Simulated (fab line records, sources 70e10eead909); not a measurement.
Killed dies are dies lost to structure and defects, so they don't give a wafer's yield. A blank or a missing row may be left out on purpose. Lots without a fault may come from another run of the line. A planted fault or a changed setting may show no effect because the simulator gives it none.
Problem report in the 8D (eight disciplines) form, filled by code | flow nand_harc | the parts of the form that need people (team, actions taken, sign-off) are left out

1. THE PROBLEM
killed_at_periphery at NHARC_END_SORT_01 reads a mean of 63.3 on 6 wafers of 2 lots; wafers without a fault read 3.2 with a standard deviation of 2.2. That is +27 standard deviations from the usual mean.
First seen on wafer L849.1, day 21 09:55, on prober-01. The record holds 9 wafers of 3 lots with a number at this step. Rule for "out", or "out of limits": more than 4 standard deviations from the usual mean. The other wafers with a number count as sound.

2. WHAT IT IS AND WHAT IT IS NOT
question                    | is                               | is not
which readings at this step | killed_at_periphery, killed_dies | killed_at_array, killed_at_other
which lots                  | L849, L852                       | L853
which wafers of those lots  | all that have a number           | -
read on which gauges        | prober-01                        | prober-02
when                        | from day 21 09:55                | up to then (0 sound wafers); but 3 sound wafers of L853 came after

3. SUSPECTS, AND WHAT RULES EACH OUT
Counting: a tool at a process step up to the reading stays a suspect if it ran every lot that is out and no sound lot after the first of them.
- the gauge at NHARC_END_SORT_01: kept. All the wafers that are out were read on prober-01, and no step on other tools shows them out.
- rie_diel-06 at NHARC_P_CONTACT_STRIP_28 (strips in O2): kept. It ran every lot that is out, first L849 (day 7 06:55), and no sound lot after that.
- plasma_asher-01 at NHARC_THIN_TSV_STRIP_45 (strips in O2): ruled out as a lasting fault. Sound lots L853 ran on it after its first lot that is out, L849 (day 20 20:19).
Left after counting: rie_diel-06 at NHARC_P_CONTACT_STRIP_28, prober-01 at NHARC_END_SORT_01.

4. THE CAUSE (what the simulator had put in)
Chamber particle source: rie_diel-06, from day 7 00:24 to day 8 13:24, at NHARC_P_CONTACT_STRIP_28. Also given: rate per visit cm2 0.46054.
Counting left 2 suspects, and this tool is among them.

5. THE CHAIN OF EFFECTS, in route order
Each row: a reading whose mean over the struck wafers that have a number lies more than 3 standard deviations from the usual. Only readings for which the record gives a usual standard deviation are gone through. hours: the time from each lot's start at the first step in this table that gives one to its start at this step, as a median over the lots. sigmas: the change in usual standard deviations.
hours | step              | reading             | usual | on struck wafers | change | sigmas
0     | NHARC_END_SORT_01 | killed_at_periphery | 3.2   | 63.3             | +60.1  | +27
0     | NHARC_END_SORT_01 | killed_dies         | 30    | 82               | +52    | +6.1

6. WHAT WOULD HAVE CAUGHT IT SOONER
In this record the first reading out of limits at a measuring or inspecting step was taken at day 21 09:55, 346 hours after the fault began at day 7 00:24.
Of the tool readings at NHARC_P_CONTACT_STRIP_28 for which the record gives a usual standard deviation, none was out on any struck wafer, so an alarm limit of 4 standard deviations on them would not have fired.
All the lots that are out (2) had begun NHARC_P_CONTACT_STRIP_28 on rie_diel-06 by day 21 09:55. A hold on the tool at that time would have spared none of them.
